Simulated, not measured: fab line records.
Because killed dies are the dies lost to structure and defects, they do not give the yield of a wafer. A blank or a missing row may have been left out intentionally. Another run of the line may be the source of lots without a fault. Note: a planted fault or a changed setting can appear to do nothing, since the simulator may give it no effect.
Which tool is to blame? | flow nand_harc | 12 lots, 36 wafers sampled, at 1 step of a route of 1302

== WHAT EACH GAUGE READ, for each wafer ==
NHARC_A_CHANNEL_HOLE_D1_OVL_MEAS_11. Usual: overlay_x_nm 0.1 nm, standard deviation 0.75; overlay_y_nm 0.3 nm, standard deviation 0.66.
lot  | measured     | on         | overlay_x_nm (nm) | overlay_y_nm (nm) | flag
L421 | day 9 06:48  | overlay-01 | 1.3 0.3 0.9       | 0.1 0.5 0.3       |
L422 | day 9 21:01  | overlay-02 | 0.4 -0.3 0.0      | -0.3 -0.3 0.2     |
L427 | day 11 20:17 | overlay-02 | -1.5 -1.3 -1.5    | 0.9 0.6 0.7       |
L428 | day 12 03:28 | overlay-02 | 1.6 1.6 1.4       | 0.0 0.2 -0.1      |
L431 | day 13 05:40 | overlay-02 | 0.1 0.3 -0.1      | 0.8 0.5 0.7       |
L434 | day 14 09:26 | overlay-02 | 0.1 0.9 -0.2      | 0.3 0.5 0.1       |
L435 | day 15 03:53 | overlay-02 | -0.1 -1.3 -0.8    | -1.1 -0.4 -0.5    |
L437 | day 16 03:09 | overlay-01 | 0.5 0.1 0.7       | 1.0 0.8 1.0       |
L439 | day 16 19:34 | overlay-01 | -0.7 -0.4 0.0     | 0.4 0.0 -0.3      |
L440 | day 17 19:31 | overlay-01 | 0.0 0.2 0.2       | -0.3 -0.6 -0.2    |
L441 | day 17 21:26 | overlay-01 | -0.1 -0.6 -0.1    | 0.6 0.5 0.8       |
L442 | day 17 23:10 | overlay-01 | 0.1 -0.1 -0.4     | 1.0 0.8 1.7       |

== TOOL THAT RAN EACH LOT (tool first, then ch and the chambers of the sampled wafers, then the start) ==
The record shows no process step preceding these readings.

== WHAT THE TOOLS THEMSELVES READ (means of the sampled wafers that have a number; where no wafer has one, the mark that the record gives instead) ==
The record holds no such reading with a usual standard deviation.

== THE ANSWER, worked out from the rows above alone ==
Rule: a lot counts as off when the mean over its wafers that have a number is more than 3 standard deviations away from the usual mean. Also off: a lot with no number at a reading for which 4 or more lots have one. Where the step has rows for the other lots, those lots are counted as sound. After the gauges, taken in route order, come the tools' own readings; for these a lot's mean is taken, as printed above. The first step at which some lot is off is used, and at that step the reading that is off furthest; a lot without a number counts as furthest.
No lot is off at any reading shown: from this, nothing can be told.

== WHAT THE SIMULATOR PUT IN ==
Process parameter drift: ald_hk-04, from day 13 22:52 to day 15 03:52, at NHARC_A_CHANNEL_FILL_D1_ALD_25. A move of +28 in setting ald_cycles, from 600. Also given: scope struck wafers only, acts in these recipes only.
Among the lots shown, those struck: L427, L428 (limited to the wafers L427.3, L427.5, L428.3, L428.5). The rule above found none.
